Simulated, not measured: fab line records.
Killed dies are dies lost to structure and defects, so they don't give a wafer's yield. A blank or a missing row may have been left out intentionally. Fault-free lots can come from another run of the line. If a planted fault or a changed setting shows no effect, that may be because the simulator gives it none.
The tool behind it: which one?    flow n5_finfet    24 lots, 72 wafers sampled, at 3 steps of a route of 1938

## WHAT THE GAUGES SHOWED, per wafer
N5_BEOL_M8_CD_MEAS_18: pitch 80 nm, target cd 40 nm. Usual: cd_nm 39.5 nm, standard deviation 0.81.
lot   measured      on         cd_nm (nm)      flag
L074  day 9 21:14   cd_sem-03  39.4 39.8 39.9  
L075  day 10 01:43  cd_sem-01  38.6 39.0 38.7  
L076  day 10 08:38  cd_sem-03  39.8 40.2 40.1  
L078  day 10 12:31  cd_sem-03  41.5 41.5 40.8  
L077  day 10 12:55  cd_sem-02  40.1 38.9 39.3  
L081  day 11 07:55  cd_sem-02  38.6 38.8 39.1  
L080  day 11 08:10  cd_sem-03  40.2 40.6 40.3  
L079  day 11 08:23  cd_sem-03  41.3 40.9 40.0  
L083  day 11 21:57  cd_sem-02  40.3 40.1 38.5  
L082  day 12 02:58  cd_sem-03  38.4 39.2 38.1  
L086  day 12 12:34  cd_sem-02  40.0 39.6 39.3  
L084  day 12 12:44  cd_sem-01  39.1 39.0 38.7  
L085  day 12 18:58  cd_sem-01  37.9 38.3 37.5  
L087  day 13 02:26  cd_sem-01  39.2 38.5 39.4  
L088  day 13 11:25  cd_sem-03  39.4 38.6 39.3  
L089  day 13 11:31  cd_sem-03  41.2 40.2 39.5  
L090  day 13 16:54  cd_sem-03  39.9 40.2 39.6  
L091  day 14 08:42  cd_sem-03  39.8 40.4 39.5  
L093  day 14 13:07  cd_sem-03  39.1 38.2 38.4  
L092  day 14 19:37  cd_sem-02  39.5 38.8 39.2  
L095  day 15 12:26  cd_sem-03  38.9 39.9 39.4  
L094  day 15 12:32  cd_sem-03  38.6 38.7 38.4  
L097  day 16 00:10  cd_sem-02  39.8 39.2 40.5  
L096  day 16 00:25  cd_sem-03  38.9 39.4 39.9  

N5_BEOL_M8_INSPECT_30: inspects for defects (brightfield). Usual: raw_defect_count 421, standard deviation 98.
lot   measured      on                 raw_defect_count  flag
L074  day 9 23:12   defect_inspect-02  562 414 482       
L075  day 10 02:08  defect_inspect-02  338 340 422       
L076  day 10 10:38  defect_inspect-01  360 308 310       
L078  day 10 14:05  defect_inspect-01  402 409 422       
L077  day 10 14:08  defect_inspect-02  373 337 556       
L081  day 11 09:50  defect_inspect-01  331 317 399       
L080  day 11 09:48  defect_inspect-02  414 350 503       
L079  day 11 09:56  defect_inspect-02  471 546 713       
L083  day 12 00:46  defect_inspect-02  517 519 512       
L082  day 12 03:38  defect_inspect-02  425 398 429       
L086  day 12 14:30  defect_inspect-01  454 521 504       
L084  day 12 14:32  defect_inspect-01  414 475 446       
L085  day 12 19:47  defect_inspect-01  412 397 479       
L087  day 13 04:47  defect_inspect-02  504 553 549       
L088  day 13 15:12  defect_inspect-01  419 396 361       
L089  day 13 15:02  defect_inspect-01  385 454 440       
L090  day 13 17:17  defect_inspect-01  445 258 411       
L091  day 14 10:03  defect_inspect-02  445 420 604       
L093  day 14 14:45  defect_inspect-02  418 364 276       
L092  day 14 20:09  defect_inspect-01  424 466 465       
L095  day 15 14:04  defect_inspect-02  232 291 264       
L094  day 15 13:46  defect_inspect-02  440 434 428       
L097  day 16 00:43  defect_inspect-02  219 215 235       
L096  day 16 00:56  defect_inspect-02  514 422 493       

## TOOL THAT RAN EACH LOT (tool first, then ch and the chambers of the sampled wafers, then the start)
lot   N5_BEOL_M8_PECVD_70
L074  pecvd-02 ch 0,1,2, day 9 19:19
L075  pecvd-02 ch 0,1,2, day 9 23:00
L076  pecvd-02 ch 0,1,2, day 10 06:09
L078  pecvd-02 ch 0,2, day 10 11:01
L077  pecvd-02 ch 0,2, day 10 11:17
L081  pecvd-04 ch 0,1,2, day 11 03:21
L080  pecvd-02 ch 0,1,2, day 11 03:53
L079  pecvd-04 ch 0,1,2, day 11 05:02
L083  pecvd-03 ch 1,2, day 11 17:57
L082  pecvd-04 ch 0,2, day 12 01:13
L086  pecvd-04 ch 0,1, day 12 11:13
L084  pecvd-02 ch 0,1,2, day 12 11:18
L085  pecvd-02 ch 0,2, day 12 16:58
L087  pecvd-04 ch 1,2, day 13 00:03
L088  pecvd-02 ch 0,2, day 13 08:11
L089  pecvd-03 ch 0,1,2, day 13 09:17
L090  pecvd-04 ch 0,2, day 13 12:34
L091  pecvd-02 ch 0,1,2, day 14 07:23
L093  pecvd-02 ch 0,1,2, day 14 10:55
L092  pecvd-03 ch 0,2, day 14 16:28
L095  pecvd-02 ch 0,1,2, day 15 08:28
L094  pecvd-02 ch 0,1, day 15 09:28
L097  pecvd-02 ch 0,1, day 15 21:28
L096  pecvd-04 ch 0,1,2, day 15 22:13
- N5_BEOL_M8_PECVD_70: deposits SiO2 from TEOS/O2, target thk 20 nm, time 22.7 s.

## AS READ BY THE TOOLS THEMSELVES (means over the sampled wafers that have a number; for cases with no such wafer, the mark the record gives instead)
N5_BEOL_M8_PECVD_70. Usual: heater_power_w 643 W, standard deviation 57; showerhead_plenum_p_Torr 8.74 Torr, standard deviation 0.05; throttle_valve_pct 23.0 %, standard deviation 1.6.
lot   tool      heater_power_w (W)  showerhead_plenum_p_Torr (Torr)  throttle_valve_pct (%)  flag
L074  pecvd-02  598                 8.75                             23.7                    
L075  pecvd-02  619                 8.74                             23.7                    
L076  pecvd-02  626                 8.75                             23.6                    
L078  pecvd-02  672                 8.72                             23.5                    
L077  pecvd-02  685                 8.76                             22.7                    
L081  pecvd-04  683                 8.68                             22.0                    
L080  pecvd-02  574                 8.75                             23.7                    
L079  pecvd-04  635                 8.68                             21.9                    
L083  pecvd-03  662                 8.79                             22.7                    
L082  pecvd-04  620                 8.66                             21.9                    
L086  pecvd-04  665                 8.71                             23.4                    
L084  pecvd-02  660                 8.75                             23.6                    
L085  pecvd-02  633                 8.72                             23.5                    
L087  pecvd-04  657                 8.70                             21.0                    
L088  pecvd-02  626                 8.73                             23.5                    
L089  pecvd-03  657                 8.80                             22.8                    
L090  pecvd-04  698                 8.66                             21.9                    
L091  pecvd-02  628                 8.74                             23.6                    
L093  pecvd-02  651                 8.74                             23.7                    
L092  pecvd-03  722                 8.80                             22.7                    
L095  pecvd-02  607                 8.73                             23.6                    
L094  pecvd-02  629                 8.73                             24.6                    
L097  pecvd-02  660                 8.73                             24.6                    
L096  pecvd-04  646                 8.70                             22.3                    

## THE ANSWER, worked out from the rows above alone
Rule: lot off if the mean of its wafers having a number is beyond 3 standard deviations from the usual mean. Also off: a lot with no number at a reading for which 4 or more lots have one. Any other lot the step has rows for is counted as sound. First the gauges in route order, then the tools' own readings, where a lot's mean is used as printed above. The first step at which some lot is off is used, and at that step the reading that is off furthest; a lot without a number counts as furthest.
Nothing can be told from this: no lot is off at any reading shown.

## WHAT THE SIMULATOR PUT IN
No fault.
